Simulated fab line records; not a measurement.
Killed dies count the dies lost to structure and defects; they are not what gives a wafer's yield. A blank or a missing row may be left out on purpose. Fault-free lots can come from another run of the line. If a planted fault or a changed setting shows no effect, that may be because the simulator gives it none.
Matching of chambers | flow n5 finfet | N5_BEOL_M4_ETCH_74 on rie diel-03: 4 sister chambers
The step etches underlayer in N2/H2, target depth 6.5 nm, time 5.2 s. 4 wafers are shown with their chamber, then 8 later ones without.

== WAFERS, EACH WITH ITS CHAMBER ==
wafer  | chamber | showerhead plenum p Torr (Torr)
L078.2 | 3       | 2.39
L082.1 | 2       | 2.40
L082.6 | 1       | 2.63
L088.3 | 0       | 2.50

== WAFERS MISSING THEIR CHAMBER ==
wafer  | showerhead plenum p Torr (Torr)
L088.4 | 2.70
L088.5 | 2.70
L095.4 | 2.71
L095.5 | 2.71
L095.6 | 2.69
L096.1 | 2.61
L096.2 | 2.71
L096.6 | 2.49

== WHICH CHAMBER EACH WENT THROUGH ==
wafer  | from the rows above          | in truth
L088.4 | 1                            | 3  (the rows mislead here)
L088.5 | 1                            | 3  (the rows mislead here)
L095.4 | 1                            | 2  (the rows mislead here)
L095.5 | 1                            | 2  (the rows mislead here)
L095.6 | 1                            | 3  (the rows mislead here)
L096.1 | can't be placed: 1 or 0      | 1
L096.2 | 1                            | 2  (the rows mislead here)
L096.6 | can't be placed: 0 or 2 or 3 | 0
Correct placement for 0 of the 8. Not placeable from these rows: 2 (in 2, the candidates include the true chamber). Wrongly placed: 6.
How it was worked out, from the rows above alone: a wafer's distance from a chamber is the root of the sum, over the readings, of the square of ((its reading less the chamber's mean) divided by the reading's scatter). If the next closest chamber is less than 2 further off than the closest, the wafer can't be placed; otherwise it belongs to the closest. The mean given for a chamber averages the wafers shown for that chamber. The scatter: root of mean squared gap, hidden wafer to nearest shown wafer, with one shown wafer a chamber.
